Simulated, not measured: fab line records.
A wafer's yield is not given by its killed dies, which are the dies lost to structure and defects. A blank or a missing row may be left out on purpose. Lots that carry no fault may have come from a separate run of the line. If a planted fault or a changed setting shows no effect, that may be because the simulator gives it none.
Comparing a struck lot with a sound one ; flow n5 finfet ; 37 steps out of a route of 1938
Sound: wafers L254.1, L254.4, L254.6. Struck: wafers L258.1, L258.5, L258.6. The cause comes at the end.
Order at every step that has rows: each side's tool, ch and its chambers, its first start. Under that, the readings that differ: sound wafers ; struck wafers ; difference of the means ; sigmas: that difference in standard deviations of wafers without a fault.
alike: a reading whose means differ by less than 2 such deviations, as well as words and numbers matching on both sides. not compared: withheld readings; readings where some wafer has no value; bounds like >300 that might hide an equal value; numbers whose values overlap and for which the record gives no deviation.
A row with sigmas, a row that says differs or no value, or rows on one side alone: a step with any of these is where the two part. Numbers that don't overlap but have no deviation are shown without sigmas and don't part them. A reading missing from all wafers of one side parts the sides only when that side holds two or more wafers.

N5_BEOL_M9_CD_MEAS_28: the cd target is 70 nm.
  sound on cd sem-01 ch 0, day 10 12:10; struck on cd sem-02 ch 0, day 12 12:05
  alike: cd nm
N5_BEOL_M9_OVL_MEAS_29:
  sound on overlay-01 ch 0, day 10 12:11; struck on overlay-02 ch 0, day 12 12:07
  alike: V8_OVL
N5_BEOL_M9_INSPECT_30: inspects for defects (brightfield).
  sound on defect inspect-02, day 10 12:14; struck on defect inspect-01, day 12 12:11
  alike: raw defect count
then, 1 step without rows for these wafers: N5_BEOL_M9_DESCUM_33 (chemistry O2, time 7 s).
N5_BEOL_M9_ETCH_76: etches underlayer in N2/H2, target depth 6.5 nm, time 5.2 s.
  sound on rie diel-03 ch 1,2,3, day 10 12:19; struck on rie diel-04 ch 1,2, day 12 12:15
  alike: drypump motor current A, etch rf on time s, oes product au, rf vpp V, showerhead plenum p Torr, throttle valve pct
  not compared: rf hours counter h
then, 7 steps without rows for these wafers: N5_BEOL_M9_ETCH_65 (etches SiARC in CF4, target depth 15.6 nm, time 26 s); N5_BEOL_M9_ETCH_66 (etches SOC in N2/H2, target depth 80 nm, overetch 16 nm, time 120 s); N5_BEOL_M9_STRIP_69 (strips in N2/H2); N5_BEOL_M9_STRIP_77 (strips in N2/H2); N5_BEOL_M9_VIA_ETCH_34 (etches SiCOH lowk in C4F6/O2, target depth 182.4 nm, time 68.4 s); N5_BEOL_M9_STRIP_73 (strips in C4F6/O2); N5_BEOL_M9_STRIP_36 (strips in N2/H2).
N5_BEOL_M9_TRENCH_ETCH_37: etches SiCOH lowk in C4F6/O2, target depth 151.43 nm, time 49 s.
  sound on rie diel-03 ch 1,2,3, day 10 12:34; struck on rie diel-04 ch 1,2, day 12 12:29
  alike: drypump motor current A, oes product au, rf vpp V, showerhead plenum p Torr, throttle valve pct
  not compared: rf hours counter h, model.etch.depth nm, model.BEOL_M9.feature depth nm
then, 2 steps without rows for these wafers: N5_BEOL_M9_ETCH_41 (etches SiCN in CH3F/O2, target depth 36.6 nm, time 70.1 s); N5_BEOL_M9_STRIP_80 (strips in N2/H2, time 10 s).
N5_BEOL_M9_OCD_MEAS_38:
  sound on ocd-02, day 10 12:44; struck on ocd-01, day 12 12:40
reading;sound;struck;difference;sigmas
trench depth nm (nm);146 157 145;156 157 167;+11;+3
then, 4 steps without rows for these wafers: N5_BEOL_M9_HM_STRIP_39 (strips TiN in peroxide tin strip, target depth 25 nm, time 158 s); N5_BEOL_M9_SRD_40 (time 30 s); N5_BEOL_M9_PRECLEAN_42 (cleans in residue remover, time 60 s); N5_BEOL_M9_SRD_43 (time 30 s).
N5_BEOL_M9_CD_MEAS_35: target cd 70 nm, target cd y 40 nm.
  sound on cd sem-01, day 10 12:53; struck on cd sem-02, day 12 12:49
  alike: cd nm
N5_BEOL_M9_CURE_72: cures SiCOH lowk, time 120 s.
  sound on uv cure-02 ch 2, day 10 12:56; struck on uv cure-01 ch 1, day 12 12:52
reading;sound;struck;difference;sigmas
wafer_temp_C_max;373.8 373.6 372.3;371.5 372.0 371.0;-1.7;-2
  alike: lamp power pct
then, 1 step without rows for these wafers: N5_BEOL_M9_DEGAS_44 (time 60 s).
N5_BEOL_M9_PRE_CLEAN_45: time 30 s.
  sound on pvd sputter-02, day 10 13:32; struck on pvd sputter-03, day 12 13:16
  alike: heater power w
N5_BEOL_M9_ALD_74: deposits TaN, target thk 2 nm, pulse time 2 s, purge time 3 s.
  sound on ald metal-03 ch 1,2,3, day 10 13:37; struck on ald metal-02 ch 0,2, day 12 13:20
  alike: heater power w, precursor vessel carrier sccm
then, 5 steps without rows for these wafers: N5_BEOL_M9_SURFACE_TREAT_79; N5_BEOL_M9_CVD_78 (deposits Co from CCTBA/H2, target thk 2 nm, time 138.9 s); N5_BEOL_M9_SPUTTER_48 (material Cu, target thk 12 nm, time 2 s); N5_BEOL_M9_ECD_50 (material Cu, target thk 318 nm); N5_BEOL_M9_ANNEAL_51 (time 90 s).
N5_BEOL_M9_CMP_52: polishes, stops on SiCOH lowk, t overpolish 7 s, target thk 140 nm.
  sound on cmp-03 ch 1,2, day 10 17:55; struck on cmp-01 ch 0,1,3, day 12 15:14
reading;sound;struck;difference;sigmas
barrier field endpoint s (s);30.8 30.1 30.4;29.1 28.6 28.5;-1.7;-2
  alike: motor current A, overpolish run s, time to endpoint s
  not compared: model.Cu_of_BEOL_M9_ECD_50.thk nm
N5_BEOL_M9_THK_MEAS_53: measures by xrf.
  sound on film metro-02, day 10 18:12; struck on film metro-01, day 12 15:25
reading;sound;struck;difference;sigmas
M9_THK (nm);138 149 136;148 146 156;+9;+2
then, 1 step without rows for these wafers: N5_BEOL_M9_PRE_CLEAN_55 (time 15 s).
N5_BEOL_M9_DEP_56: deposits SiCN from 3MS/NH3, target thk 15 nm, time 26.5 s.
  sound on pecvd-01 ch 1,2, day 10 18:17; struck on pecvd-02 ch 0,1, day 12 15:29
  alike: showerhead plenum p Torr, throttle valve pct
N5_BEOL_M9_RS_MEAS_57: measurement is done with a four-point probe.
  sound on film metro-02, day 10 18:22; struck on film metro-01, day 12 15:33
reading;sound;struck;difference;sigmas
M9_RS (ohm/sq);0.157 0.144 0.159;0.143 0.144 0.134;-0.013;-3
N5_BEOL_M9_INSPECT_58: inspects for defects (darkfield).
  sound on defect inspect-02, day 10 18:24; struck on defect inspect-01, day 12 15:34
  alike: raw defect count
-- a jump in the record: the struck wafers' starts before and after are 2 days apart (it breaks off in module BEOL_M9 and resumes in module PASSIVATION, where the first step shown is number 1936 of the route) --
N5_PASSIVATION_PROBE_49:
  sound on prober-02, day 13 11:08; struck on prober-01, day 15 01:35
reading;sound;struck;difference;sigmas
sort_bin_8_speed (%);0 0 0.08;0 0 0;+0;-2
  alike: defect limited yield, killed_at_M0_to_M3, killed_at_M4_up, killed at contacts, killed at front end, killed at other, killed dies, killed on rim, killed open, killed short, sort_bin_5_function, sort_bin_6_memory, sort n pass, sort yield pct

## WHERE THEY PART
First at N5_BEOL_M9_OCD_MEAS_38; last, within this record, at N5_PASSIVATION_PROBE_49.

WHY: whatever the simulator had introduced
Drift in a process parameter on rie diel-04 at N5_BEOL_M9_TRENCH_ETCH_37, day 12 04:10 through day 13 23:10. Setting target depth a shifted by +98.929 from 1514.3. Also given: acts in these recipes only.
